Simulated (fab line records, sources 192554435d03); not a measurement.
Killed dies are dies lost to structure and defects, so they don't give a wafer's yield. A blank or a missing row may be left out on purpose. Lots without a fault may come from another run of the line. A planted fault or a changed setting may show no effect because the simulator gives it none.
Chamber matching | flow n5_finfet | N5_BEOL_M13_ETCH_59 on rie_diel-04: 4 sister chambers
The step etches BARC in N2/H2, target depth 89 nm, overetch 26.7 nm, time 67.9 s. 4 wafers are shown with their chamber, then 10 later ones without.

WAFERS WITH THEIR CHAMBER
wafer  | chamber | drypump_motor_current_A (A)
L087.2 | 2       | 5.1
L087.6 | 0       | 5.3
L088.3 | 3       | 5.8
L088.4 | 1       | 5.5

WAFERS WITHOUT THEIR CHAMBER
wafer  | drypump_motor_current_A (A)
L088.5 | 5.1
L093.2 | 5.1
L093.3 | 5.4
L093.4 | 5.8
L094.3 | 5.9
L094.4 | 5.4
L094.6 | 5.5
L096.1 | 5.3
L096.2 | 5.8
L096.6 | 5.1

WHICH CHAMBER EACH WENT THROUGH
wafer  | from the rows above     | in truth
L088.5 | 2                       | 2
L093.2 | 2                       | 2
L093.3 | can't be placed: 1 or 0 | 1
L093.4 | 3                       | 3
L094.3 | 3                       | 3
L094.4 | can't be placed: 1 or 0 | 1
L094.6 | 1                       | 1
L096.1 | 0                       | 0
L096.2 | 3                       | 3
L096.6 | 2                       | 2
Placed correctly: 8 of 10. Can't be placed from these rows: 2 (the true chamber is among the candidates in 2). Placed wrongly: 0.
How it was worked out, from the rows above alone: a wafer's distance from a chamber is the root of the sum, over the readings, of the square of ((its reading less the chamber's mean) divided by the reading's scatter). The wafer belongs to the nearest chamber; if the next one is less than 2 further off, it can't be placed. A chamber's mean is the mean of its shown wafers. The scatter: with one shown wafer a chamber, the root of the mean of the squares of how far each hidden wafer lies from its nearest shown one.
